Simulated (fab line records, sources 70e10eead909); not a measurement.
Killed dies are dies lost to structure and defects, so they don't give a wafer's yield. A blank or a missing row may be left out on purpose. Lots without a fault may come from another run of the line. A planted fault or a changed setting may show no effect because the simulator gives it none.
Chamber matching | flow nand_harc | NHARC_A_CHANNEL_FILL_D2_ETCHBACK_20 on rie_diel-02: 4 sister chambers
The step etches the open film in C4F8/O2/Ar, target depth 27 nm, time 13.5 s. 8 wafers are shown with their chamber, then 10 later ones without.

WAFERS WITH THEIR CHAMBER
wafer  | chamber | rf_vpp_V (V) | oes_product_au (a.u.)
L084.3 | 3       | 976          | 0.998
L084.4 | 0       | 974          | 0.988
L084.6 | 1       | 987          | 1.006
L085.2 | 3       | 977          | 0.992
L085.4 | 0       | 974          | 1.004
L085.6 | 1       | 987          | 0.990
L087.1 | 2       | 978          | 0.981
L087.5 | 2       | 977          | 0.985

WAFERS WITHOUT THEIR CHAMBER
wafer  | rf_vpp_V (V) | oes_product_au (a.u.)
L087.6 | 977          | 0.999
L091.1 | 986          | 0.998
L091.2 | 975          | 1.004
L091.4 | 978          | 1.000
L092.3 | 975          | 0.978
L092.4 | 976          | 0.975
L092.5 | 987          | 0.996
L093.2 | 977          | 0.991
L093.3 | 987          | 0.988
L093.5 | 987          | 0.994

WHICH CHAMBER EACH WENT THROUGH
wafer  | from the rows above     | in truth
L087.6 | can't be placed: 3 or 2 | 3
L091.1 | 1                       | 1
L091.2 | can't be placed: 0 or 3 | 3
L091.4 | can't be placed: 2 or 3 | 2
L092.3 | can't be placed: 0 or 3 | 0
L092.4 | can't be placed: 3 or 2 | 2
L092.5 | 1                       | 1
L093.2 | can't be placed: 3 or 2 | 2
L093.3 | 1                       | 1
L093.5 | 1                       | 1
Placed correctly: 4 of 10. Can't be placed from these rows: 6 (the true chamber is among the candidates in 6). Placed wrongly: 0.
How it was worked out, from the rows above alone: a wafer's distance from a chamber is the root of the sum, over the readings, of the square of ((its reading less the chamber's mean) divided by the reading's scatter). The wafer belongs to the nearest chamber; if the next one is less than 2 further off, it can't be placed. A chamber's mean is the mean of its shown wafers. The scatter: the root of (the sum of the squares of (reading less its chamber's mean) over the shown wafers, divided by (wafers less chambers)).
